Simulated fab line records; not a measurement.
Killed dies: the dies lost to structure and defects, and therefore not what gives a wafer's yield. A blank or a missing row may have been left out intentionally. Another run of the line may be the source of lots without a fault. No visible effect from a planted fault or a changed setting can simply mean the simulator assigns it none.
fab line records	flow n5-finfet
record: lots: 7	wafers: 21	last-day: 17
route steps=1938 shown BEOL_M8@1342 BEOL_M15@1830 PASSIVATION@1936
lots with no fault: from the same line, run without faults
start-h: start of the lot's first displayed wafer, in hours after the record's first day	wait-h: time in hours since the lot's previous step	" as in the row above	L1.1+2: several wafers, shown together as one row	- value missing, or start not given	* or withheld: withheld	< > ~ a bound
route shown NAME@n: names a module that has steps shown in the file, with the first one's number in the route	usual: mean and standard deviation over wafers with no fault	same: alike in all rows	chamber/n: place in a boat	sites: each site's reading	_std_site: the standard deviation of these	_edge_site: mean of outer sites minus mean of inner sites	radius-mm: for every site, how far away it sits from the centre of the wafer	mask NAME#n: copy n	behind: tool/chamber where the wafer was last shaped	hold: why the lot was held/for how many hours/how that ended	device: which transistor (n, p or np) failed to switch	end of line: the tests these same wafers got at the end of their route	a step with no rows: only its recipe	killed: at the first sort, the dies lost to defects and structure; wafer yield is something else	map: a wafer's dies, x killed, . not, _ none there
set.NAME: the setting the step ran with; set.NAME@STEP: the setting that earlier step ran with	model.NAME: the simulator's own value behind a step, which no gauge read
one table for each step of the route and one row for each wafer, over a sample of lots
services: the hour from which a tool's chamber was out of use, counted from the record's first day as start-h (under 0 if before that day), plus the number of hours and why
== steps ==
step: N5_BEOL_M8_EXPOSE_08
recipe: mask-id: M8	na: 1.35	source-shape: dipole	sigma-inner: 0.817	sigma-outer: 0.97	polarization: te	dose-mj: 68.25
usual: exposure-dose-mJ-cm2: 68.35/0.26
lot.wafer	tool	chamber	start-h	wait-h	mask	exposure-dose-mJ-cm2
L944.2	arfi-scanner-01	0	227.76	-	M8#0	68.12
L944.4	"	0	"	"	M8#0	68.20
L944.6	"	0	"	"	M8#0	68.26
L946.3	arfi-scanner-01	0	232.19	-	M8#0	68.30
L946.5	"	0	"	"	M8#0	68.35
L946.6	"	0	"	"	M8#0	68.21
L951.1	arfi-scanner-01	0	273.03	-	M8#0	74.15
L951.2	"	0	"	"	M8#0	74.04
L951.4	"	0	"	"	M8#0	74.06
L953.2	arfi-scanner-01	0	277.90	-	M8#0	73.03
L953.3	"	0	"	"	M8#0	72.95
L953.5	"	0	"	"	M8#0	72.97
L952.1	arfi-scanner-03	0	278.31	-	M8#0	68.19
L952.5	"	0	"	"	M8#0	68.07
L952.6	"	0	"	"	M8#0	68.13
L960.1	arfi-scanner-02	0	317.42	-	M8#0	68.73
L960.2	"	0	"	"	M8#0	68.84
L960.6	"	0	"	"	M8#0	68.70
L962.1	arfi-scanner-03	0	338.20	-	M8#0	68.12
L962.2	"	0	"	"	M8#0	68.17
L962.5	"	0	"	"	M8#0	68.18
step: N5_BEOL_M8_CD_MEAS_11
recipe: target-cd-nm: 38.5	landing-energy-ev: 500	detector: se-inlens	polarity: opening
usual: cd-nm: 38.6/0.47
same: landing-energy-ev: 500
lot.wafer	tool	chamber	start-h	wait-h	cd-nm
L944.2	cd-sem-02	0	227.88	-	39.2
L944.4	"	0	"	"	38.4
L944.6	"	0	"	"	39.1
L946.3	cd-sem-02	0	232.30	-	39.0
L946.5	"	0	"	"	38.9
L946.6	"	0	"	"	39.2
L951.1	cd-sem-02	0	273.16	-	43.0
L951.2	"	0	"	"	42.7
L951.4	"	0	"	"	42.4
L953.2	cd-sem-01	0	278.02	-	42.0
L953.3	"	0	"	"	42.0
L953.5	"	0	"	"	42.0
L952.1	cd-sem-02	0	278.44	-	39.0
L952.5	"	0	"	"	38.9
L952.6	"	0	"	"	39.1
L960.1	cd-sem-01	0	317.55	-	37.8
L960.2	"	0	"	"	38.6
L960.6	"	0	"	"	38.5
L962.1	cd-sem-03	0	338.33	-	38.4
L962.2	"	0	"	"	39.2
L962.5	"	0	"	"	38.4
step: N5_BEOL_M8_OVL_MEAS_12
recipe: points-per-wafer: 44
usual: M8_OVL: -0.2/0.67
same: points-per-wafer: 44
lot.wafer	tool	chamber	start-h	wait-h	M8_OVL[nm]
L944.2	overlay-02	0	227.91	0.0	0.5
L944.4	"	0	"	"	-0.9
L944.6	"	0	"	"	-0.1
L946.3	overlay-02	0	232.33	0.0	-0.1
L946.5	"	0	"	"	0.1
L946.6	"	0	"	"	0.7
L951.1	overlay-01	0	273.19	0.0	-1.3
L951.2	"	0	"	"	-0.1
L951.4	"	0	"	"	-0.3
L953.2	overlay-01	0	278.05	0.0	-1.1
L953.3	"	0	"	"	-0.4
L953.5	"	0	"	"	-0.8
L952.1	overlay-01	0	278.47	0.0	-0.8
L952.5	"	0	"	"	-1.0
L952.6	"	0	"	"	-0.6
L960.1	overlay-01	0	317.58	0.0	0.1
L960.2	"	0	"	"	-1.3
L960.6	"	0	"	"	-0.6
L962.1	overlay-01	0	338.36	0.0	1.2
L962.2	"	0	"	"	0.2
L962.5	"	0	"	"	0.4
step: N5_BEOL_M8_HM_OPEN_17
recipe: chemistry: Cl2/BCl3	target-depth-a: 200	overetch-a: 60	target: TiN	mask-material: SOC	ion-energy-ev: 150	pressure-mtorr: 10	icp-w: 1000	bias-w: 126	Cl2_flow_sccm: 53.25	bcl3-flow-sccm: 21.75	Ar_flow_sccm: 25
usual: drypump-motor-current-A: 5.5/0.37	oes-product-au: 0.73/0.061	throttle-valve-pct: 22.11/0.18
lot.wafer	tool	chamber	start-h	wait-h	drypump-motor-current-A	oes-product-au	rf-hours-counter-h	throttle-valve-pct
L944.2	rie-metal-02	1	228.25	0.0	5.2	0.80	7	22.39
L944.4	"	0	"	"	6.3	0.54	-	22.18
L944.6	"	0	"	"	6.2	0.54	-	22.17
L946.3	rie-metal-01	0	233.23	0.1	5.1	0.72	-	21.94
L946.5	"	1	"	"	5.5	0.75	-	21.99
L946.6	"	0	"	"	5.1	0.72	-	21.95
L951.1	rie-metal-02	1	273.62	0.0	5.3	0.77	12	22.40
L951.2	"	1	"	"	5.3	0.77	-	22.42
L951.4	"	1	"	"	5.3	0.78	-	22.42
L953.2	rie-metal-01	1	278.38	0.0	5.5	0.74	14	21.96
L953.3	"	0	"	"	5.2	0.72	-	21.94
L953.5	"	1	"	"	5.5	0.74	-	21.97
L952.1	rie-metal-02	1	278.81	0.0	5.3	0.78	12	22.41
L952.5	"	1	"	"	5.3	0.78	-	22.41
L952.6	"	1	"	"	5.3	0.77	-	22.42
L960.1	rie-metal-02	0	317.91	0.0	6.3	0.79	3	22.05
L960.2	"	1	"	"	5.3	0.76	17	22.40
L960.6	"	0	"	"	6.3	0.79	-	22.05
L962.1	rie-metal-01	0	338.69	0.0	5.1	0.69	31	21.98
L962.2	"	1	"	"	5.5	0.72	20	22.01
L962.5	"	0	"	"	5.1	0.69	-	21.96
step: N5_BEOL_M8_STRIP_19
recipe: chemistry: O2	power-w: 400	temp-c: 40	pressure-mtorr: 30	rf-frequency-hz: 6e+07	bias-power-w: 0	overash-fraction: 0.2	o2-flow-sccm: 225
usual: drypump-motor-current-A: 5.6/0.44	oes-product-au: 0.79/0.093	rf-vpp-V: 3.7/0.59	showerhead-plenum-p-Torr: 2.10/0.083	throttle-valve-pct: 16.62/0.16
lot.wafer	tool	chamber	start-h	wait-h	drypump-motor-current-A	oes-product-au	rf-hours-counter-h	rf-vpp-V	showerhead-plenum-p-Torr	throttle-valve-pct
L944.2	rie-diel-03	1	228.37	0.1	5.3	0.91	27	3.5	2.16	16.78
L944.4	"	3	"	"	5.6	0.85	-	5.4	2.04	16.56
L944.6	"	1	"	"	5.3	0.91	-	3.7	2.16	16.77
L946.3	rie-diel-05	1	233.31	0.1	5.2	0.71	206	3.3	2.07	16.76
L946.5	"	2	"	"	5.7	0.74	-	3.9	2.17	16.44
L946.6	"	1	"	"	5.2	0.71	-	4.4	2.08	16.76
L951.1	rie-diel-03	1	273.83	0.2	5.3	0.90	42	3.0	2.16	16.80
L951.2	"	2	"	"	6.2	0.71	205	3.7	2.00	16.82
L951.4	"	3	"	"	5.6	0.85	76	3.0	2.03	16.60
L953.2	rie-diel-06	3	278.49	0.1	6.5	0.68	234	3.6	1.98	16.71
L953.3	"	0	"	"	5.0	0.94	12	2.9	2.17	16.62
L953.5	"	3	"	"	6.4	0.69	-	4.3	1.98	16.71
L952.1	rie-diel-06	3	279.01	0.2	6.4	0.69	234	2.9	1.98	16.73
L952.5	"	0	"	"	5.1	0.94	-	5.1	2.17	16.64
L952.6	"	1	"	"	5.4	0.73	-	3.8	2.08	16.45
L960.1	rie-diel-05	2	318.02	0.1	5.7	0.71	235	3.5	2.16	16.50
L960.2	"	3	"	"	5.2	0.84	64	4.4	2.03	16.75
L960.6	"	3	"	"	5.2	0.84	-	3.0	2.04	16.75
L962.1	rie-diel-03	3	338.80	0.1	5.6	0.83	97	2.8	2.02	16.62
L962.2	"	2	"	"	6.2	0.68	227	3.1	1.99	16.86
L962.5	"	1	"	"	5.3	0.86	-	3.3	2.15	16.86
step: N5_BEOL_M8_CD_MEAS_18
recipe: pitch-nm: 80	target-cd-nm: 40
usual: cd-nm: 40.1/0.52
lot.wafer	tool	chamber	start-h	wait-h	cd-nm
L944.2	cd-sem-01	-	228.44	0.1	40.5
L944.4	"	-	"	"	40.6
L944.6	"	-	"	"	40.3
L946.3	cd-sem-03	-	233.39	0.1	40.2
L946.5	"	-	"	"	39.7
L946.6	"	-	"	"	40.5
L951.1	cd-sem-01	-	273.90	0.0	44.1
L951.2	"	-	"	"	44.2
L951.4	"	-	"	"	43.9
L953.2	cd-sem-01	-	278.57	0.1	43.5
L953.3	"	-	"	"	43.5
L953.5	"	-	"	"	43.7
L952.1	cd-sem-02	-	279.08	0.0	40.2
L952.5	"	-	"	"	39.8
L952.6	"	-	"	"	40.4
L960.1	cd-sem-02	-	318.09	0.0	38.9
L960.2	"	-	"	"	40.2
L960.6	"	-	"	"	40.2
L962.1	cd-sem-02	-	338.87	0.0	39.4
L962.2	"	-	"	"	41.0
L962.5	"	-	"	"	40.1
step: N5_BEOL_M15_RC_MEAS_101
usual: COMB_M10: 1.5e-11/3.1e-12	COMB_M11: 1.5e-11/3e-12	COMB_M12: 6.7e-12/1.5e-12	COMB_M13: 5.4e-12/1.2e-12	COMB_M14: 4e-12/8.4e-13	COMB_M15: 2.9e-12/7.9e-13	COMB_M5: 3.8e-11/7.9e-12	COMB_M6: 2.6e-11/5.5e-12	COMB_M7: 2.6e-11/5.2e-12	COMB_M8: 2.8e-11/6.2e-12	COMB_M9: 1.5e-11/3.3e-12	SERP_M10: 3.05/0.083	SERP_M11: 3.01/0.089	SERP_M12: 0.630/0.014	SERP_M13: 0.306/0.0067	SERP_M14: 0.160/0.0038	SERP_M5: 38.9/1.6	SERP_M6: 13.6/0.54	SERP_M7: 13.8/0.62	SERP_M8: 13.7/0.54	SERP_M8_max_site: 14.2/0.58	SERP_M9: 3.01/0.098
lot.wafer	tool	chamber	start-h	wait-h	COMB_M10[S/m]	COMB_M11[S/m]	COMB_M12[S/m]	COMB_M13[S/m]	COMB_M14[S/m]	COMB_M15[S/m]	COMB_M5[S/m]	COMB_M6[S/m]	COMB_M7[S/m]	COMB_M8[S/m]	COMB_M9[S/m]	SERP_M10[ohm/um]	SERP_M11[ohm/um]	SERP_M12[ohm/um]	SERP_M13[ohm/um]	SERP_M14[ohm/um]	SERP_M5[ohm/um]	SERP_M6[ohm/um]	SERP_M7[ohm/um]	SERP_M8[ohm/um]	SERP_M8_max_site[ohm/um]	SERP_M9[ohm/um]
L944.2	prober-02	0	279.57	0.2	1.2e-11	1.5e-11	6.2e-12	6.2e-12	4.9e-12	3.9e-12	2.7e-11	2.2e-11	2.8e-11	2.5e-11	1.8e-11	3.07	2.93	0.633	0.296	0.154	39.0	13.7	13.8	13.6	14.5	2.96
L944.4	"	0	"	"	2e-11	1.7e-11	9.4e-12	5.4e-12	3.7e-12	3.2e-12	2.5e-11	2.8e-11	2.9e-11	3.1e-11	1.3e-11	3.04	2.85	0.649	0.311	0.156	38.4	13.2	13.9	13.6	14.2	2.80
L944.6	"	0	"	"	1.9e-11	1.4e-11	1.04e-11	6.7e-12	5.8e-12	3.5e-12	4.4e-11	3.3e-11	2.9e-11	3e-11	1.3e-11	3.19	3.17	0.614	0.316	0.159	39.7	12.8	13.0	13.7	14.3	2.81
L946.3	prober-02	0	284.17	0.7	1.4e-11	1.1e-11	6.1e-12	6.2e-12	3.2e-12	3.2e-12	3.2e-11	2.4e-11	3e-11	3.4e-11	1.5e-11	3.14	2.95	0.636	0.302	0.159	39.3	13.4	13.9	12.4	13.2	3.12
L946.5	"	0	"	"	1.2e-11	1.7e-11	8e-12	7.1e-12	4.7e-12	4.1e-12	3.5e-11	3e-11	2.9e-11	2.4e-11	8e-12	2.94	3.16	0.634	0.308	0.162	38.4	12.3	14.9	13.9	14.5	2.96
L946.6	"	0	"	"	1.4e-11	1.6e-11	7.3e-12	7.3e-12	4.5e-12	3.8e-12	3.8e-11	2.6e-11	2.4e-11	2.4e-11	1.8e-11	3.09	2.91	0.631	0.300	0.162	42.0	12.7	13.7	12.6	13.0	3.04
L951.1	prober-02	0	327.93	0.0	1.5e-11	1.2e-11	6.7e-12	4.4e-12	5.2e-12	3.6e-12	4.2e-11	3.1e-11	2.5e-11	2.7e-11	1.4e-11	3.05	3.12	0.623	0.302	0.155	37.3	13.7	14.1	11.8	12.2	2.92
L951.2	"	0	"	"	1.8e-11	1.8e-11	6.8e-12	5.2e-12	4.5e-12	2.9e-12	4.3e-11	2.6e-11	2.5e-11	3e-11	1.3e-11	3.11	2.96	0.612	0.314	0.160	38.5	13.9	13.4	11.8	12.3	3.09
L951.4	"	0	"	"	1.5e-11	1.3e-11	8.8e-12	4.7e-12	4.8e-12	2.9e-12	2.2e-11	3.4e-11	2.3e-11	2.6e-11	1.6e-11	3.10	3.02	0.643	0.313	0.161	39.8	13.8	14.1	12.0	12.3	3.19
L953.2	prober-01	0	329.16	0.2	1e-11	1.1e-11	7.7e-12	5e-12	2.3e-12	1.4e-12	4.6e-11	2.7e-11	2.2e-11	3.1e-11	1.4e-11	3.10	2.92	0.645	0.305	0.166	40.6	13.5	14.3	11.6	11.9	3.07
L953.3	"	0	"	"	1.4e-11	1.1e-11	6.2e-12	6.9e-12	2.8e-12	2e-12	3.2e-11	2e-11	2.2e-11	2.9e-11	1.1e-11	3.11	3.01	0.632	0.306	0.161	41.8	13.3	13.8	11.4	12.3	2.99
L953.5	"	0	"	"	1.5e-11	1.6e-11	5.6e-12	4.4e-12	2.8e-12	1.4e-12	4.2e-11	2.7e-11	2.8e-11	2.6e-11	1.4e-11	3.13	2.98	0.656	0.314	0.167	39.4	14.5	14.0	11.3	12.3	3.00
L952.1	prober-02	0	329.43	0.0	1.8e-11	1.2e-11	5.4e-12	5.6e-12	4e-12	3.8e-12	4e-11	2.4e-11	2.2e-11	3.7e-11	1.4e-11	3.03	3.12	0.632	0.307	0.161	36.2	13.8	13.4	13.9	14.3	2.95
L952.5	"	0	"	"	1.7e-11	1.5e-11	7.1e-12	7.7e-12	4.6e-12	4e-12	3.9e-11	2.2e-11	2.7e-11	2.2e-11	1.7e-11	3.04	3.12	0.613	0.302	0.163	38.1	13.3	13.9	13.4	14.1	3.12
L952.6	"	0	"	"	1.5e-11	1.6e-11	6.4e-12	6.1e-12	5.1e-12	3.3e-12	4.3e-11	2.2e-11	2.4e-11	2.5e-11	1.8e-11	3.01	3.19	0.640	0.304	0.163	37.5	13.4	12.1	13.1	13.3	2.95
L960.1	prober-02	0	372.10	0.0	1.4e-11	1.3e-11	8.4e-12	4.2e-12	3.7e-12	2.9e-12	3.7e-11	2.5e-11	2.8e-11	3.2e-11	1.5e-11	3.06	2.90	0.631	0.301	0.157	39.6	12.4	14.3	14.1	15.1	3.00
L960.2	"	0	"	"	1.5e-11	1.7e-11	7.9e-12	5.5e-12	3.5e-12	3e-12	3.4e-11	2.1e-11	1.8e-11	2.9e-11	1.6e-11	3.09	3.07	0.624	0.297	0.159	39.8	13.4	13.8	13.0	13.5	3.16
L960.6	"	0	"	"	1.4e-11	1.6e-11	6.9e-12	6.4e-12	3.5e-12	3.3e-12	3.9e-11	2.9e-11	2.8e-11	3.1e-11	1.3e-11	3.00	2.96	0.615	0.298	0.166	38.4	13.5	14.0	14.3	14.9	3.19
L962.1	prober-02	0	390.49	0.0	2.3e-11	1.8e-11	9e-12	4.9e-12	5.1e-12	3.6e-12	3.7e-11	2.7e-11	2.7e-11	2.4e-11	1.7e-11	3.00	3.07	0.621	0.297	0.152	38.5	12.6	13.7	14.3	15.2	2.95
L962.2	"	0	"	"	1.7e-11	1.4e-11	7.9e-12	5.5e-12	5.8e-12	3.7e-12	3e-11	2e-11	2.6e-11	3.2e-11	1.5e-11	2.99	2.96	0.630	0.302	0.159	38.8	13.2	13.3	13.5	13.9	3.15
L962.5	"	0	"	"	2.1e-11	2e-11	9.9e-12	6.2e-12	5.4e-12	3.3e-12	2.8e-11	3e-11	3.2e-11	4e-11	1.5e-11	2.85	3.06	0.607	0.304	0.156	37.7	13.7	13.3	13.3	14.3	3.20
sites SERP_M8 radius-mm=0,75,75,75,75,140,140,140,140
L944.2 14.0 14.1 14.5 13.6 14.2 13.0 12.9 12.8 13.2
L946.3 12.4 12.3 12.7 12.2 12.3 12.4 13.2 13.1 13.2
L951.1 11.1 11.7 11.5 11.6 11.9 12.2 11.8 11.9 11.9
L953.2 11.5 11.3 11.6 11.7 11.6 11.5 11.6 11.9 11.1
L952.1 14.3 13.9 14.0 14.1 13.9 13.4 13.0 12.9 12.5
L960.1 13.6 14.1 14.1 13.6 14.0 14.3 15.1 14.6 14.5
L962.1 14.3 15.2 14.6 15.1 14.2 14.1 13.6 14.5 14.0
step: N5_PASSIVATION_PROBE_49
usual: defect-limited-yield: 91.3/1.5	killed_at_M0_to_M3: 34/11	killed_at_M4_up: 14/6.1	killed-at-contacts: 12/5.9	killed-at-front-end: 39/11	killed-at-other: 4/3.3	killed-dies: 102/18	killed-open: 67/13	killed-short: 33/7.9	sort_bin_5_function: 5.1/1	sort_bin_6_memory: 3.3/0.7	sort-n-pass: 1077/19	sort-yield-pct: 91.3/1.6
same: gross-dies: 1180	killed-at-back-side: 0	sort_bin_4_leakage[%]: 0	sort_bin_8_speed[%]: 0
lot.wafer	tool	chamber	start-h	wait-h	defect-limited-yield[%]	killed_at_M0_to_M3	killed_at_M4_up	killed-at-contacts	killed-at-front-end	killed-at-other	killed-dies	killed-open	killed-short	sort_bin_5_function[%]	sort_bin_6_memory[%]	sort-n-pass	sort-yield-pct[%]
L951.1	prober-02	-	343.02	0.0	88.0	71	31	14	26	0	142	91	31	6.9	3.4	1038	88.0
L951.2	prober-02	-	343.07	0.1	88.9	44	30	22	35	0	131	80	37	5.2	4.7	1049	88.9
L951.4	prober-02	-	343.17	0.2	88.4	54	32	14	35	2	137	73	46	5.5	4.3	1043	88.4
L953.2	prober-01	-	343.66	0.1	89.4	39	23	20	34	9	125	85	32	5.3	4.4	1055	89.4
L953.3	prober-01	-	343.71	0.1	89.7	44	29	14	29	6	122	83	27	6.4	3.2	1058	89.7
L953.5	prober-01	-	343.81	0.2	90.0	45	26	13	24	10	118	73	35	5.0	4.1	1062	90.0
killed by level:class
L951.1 BEOL_M3:geometric-particle:open=22 BEOL_M8:area-expose=17 MOL_CONTACT_COAG:geometric-particle:open=12 STI_FIN_REVEAL:geometric-particle:open=11 BEOL_M0_SAQP:geometric-particle:open=10 BEOL_M0_SAQP:geometric-particle:short=10 BEOL_M2:geometric-particle:short=9 BEOL_M2:geometric-particle:open=8
L951.2 MOL_CONTACT_COAG:geometric-particle:open=19 BEOL_M8:area-expose=13 STI_FIN_REVEAL:geometric-particle:open=11 BEOL_M0_SAQP:geometric-particle:short=10 BEOL_M0_SAQP:geometric-particle:open=7 BEOL_M1:geometric-particle:open=6 BEOL_M5:geometric-particle:open=6 FIN_SAQP:geometric-particle:open=5
L951.4 BEOL_M8:area-expose=15 BEOL_M0_SAQP:geometric-particle:short=14 MOL_CONTACT_COAG:geometric-particle:open=12 BEOL_M0_SAQP:geometric-particle:open=10 BEOL_M1:geometric-particle:open=8 BEOL_M3:geometric-particle:open=7 FIN_SAQP:geometric-particle:short=6 FIN_SAQP:geometric-particle:open=6
L953.2 MOL_CONTACT_COAG:geometric-particle:open=16 BEOL_M3:geometric-particle:open=14 FIN_SAQP:geometric-particle:open=9 BEOL_M0_SAQP:geometric-particle:short=8 STI_FIN_REVEAL:geometric-particle:open=7 BEOL_M4:geometric-particle:open=7 BEOL_M8:area-expose=7 BEOL_M0_SAQP:geometric-particle:open=6
L953.3 BEOL_M3:geometric-particle:open=18 MOL_CONTACT_COAG:geometric-particle:open=8 BEOL_M0_SAQP:geometric-particle:open=8 FIN_SAQP:geometric-particle:open=7 STI_FIN_REVEAL:geometric-particle:open=7 BEOL_M4:geometric-particle:open=7 BEOL_M8:area-expose=7 STARTING-WAFER:geometric-particle:short=6
L953.5 BEOL_M0_SAQP:geometric-particle:open=14 BEOL_M4:geometric-particle:open=12 BEOL_M0_SAQP:geometric-particle:short=10 MOL_CONTACT_COAG:geometric-particle:open=9 BEOL_M3:geometric-particle:open=9 FIN_SAQP:geometric-particle:short=7 BEOL_M2:geometric-particle:open=6 BEOL_M8:area-expose=6
== services ==
tool	chamber	start-h	hours	kind
rie-metal-02	1	206.40	14.0	repair
arfi-scanner-01	0	210.75	-	calibration
arfi-scanner-01	-	218.47	1.3	pm
rie-metal-02	0	219.95	4.2	repair
arfi-scanner-03	-	220.97	1.0	pm
rie-diel-03	0	223.19	7.0	repair
arfi-scanner-02	-	232.07	25.4	repair
arfi-scanner-01	-	237.10	3.1	pm
rie-diel-06	3	249.82	7.8	repair
arfi-scanner-03	-	252.50	1.3	pm
arfi-scanner-01	-	262.00	1.0	pm
rie-metal-01	-	263.39	0.9	repair
rie-diel-06	1	268.25	3.5	repair
rie-metal-02	0	270.09	-	clean
rie-metal-02	0	270.09	14.1	scheduled-down
rie-metal-02	0	270.09	14.1	vent-cycle
arfi-scanner-02	-	277.23	3.9	pm
rie-diel-05	1	280.42	2.5	repair
arfi-scanner-03	-	305.73	1.0	pm
arfi-scanner-02	-	311.29	1.3	pm
arfi-scanner-02	-	321.42	0.8	pm
arfi-scanner-01	-	332.94	0.8	pm
rie-metal-02	-	335.67	1.4	pm
arfi-scanner-01	-	335.97	4.9	pm
== key ==
first-sign: step: N5_BEOL_M8_EXPOSE_08	reading: exposure-dose-mJ-cm2	direction: up	sigmas: 20	usual: 68.35	struck: 73.53
effect: step: N5_BEOL_M8_CD_MEAS_11	reading: cd-nm	direction: up	sigmas: 7.9	usual: 38.6	struck: 42.3	through: control-loop
effect: step: N5_BEOL_M8_CD_MEAS_18	reading: cd-nm	direction: up	sigmas: 7.1	usual: 40.1	struck: 43.8	through: control-loop
effect: step: N5_BEOL_M15_RC_MEAS_101	reading: SERP_M8	direction: down	sigmas: 3.8	usual: 13.7	struck: 11.6
effect: step: N5_PASSIVATION_PROBE_49	reading: killed_at_M4_up	direction: up	sigmas: 2.4	usual: 14	struck: 28	wafers-moved: 3
met-at N5_BEOL_M8_EXPOSE_08
struck-lots L951,L953
loop-trim: step: N5_BEOL_M8_EXPOSE_08	setting: dose	lots: L953
not-acting-at N5_BEOL_M8_OVL_MEAS_12,N5_BEOL_M8_HM_OPEN_17,N5_BEOL_M8_STRIP_19
onset-between 232.19 273.03
fault: kind: process-parameter-drift	tool: arfi-scanner-01	chamber: -	onset-h: 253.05	steps: N5_BEOL_M8_EXPOSE_08	channel: dose-mj	offset: 5.9524	shape: step	acts-in: these-recipes-only	stated: 68.25
loop-trim: a control loop set the setting to another value than it would have without faults
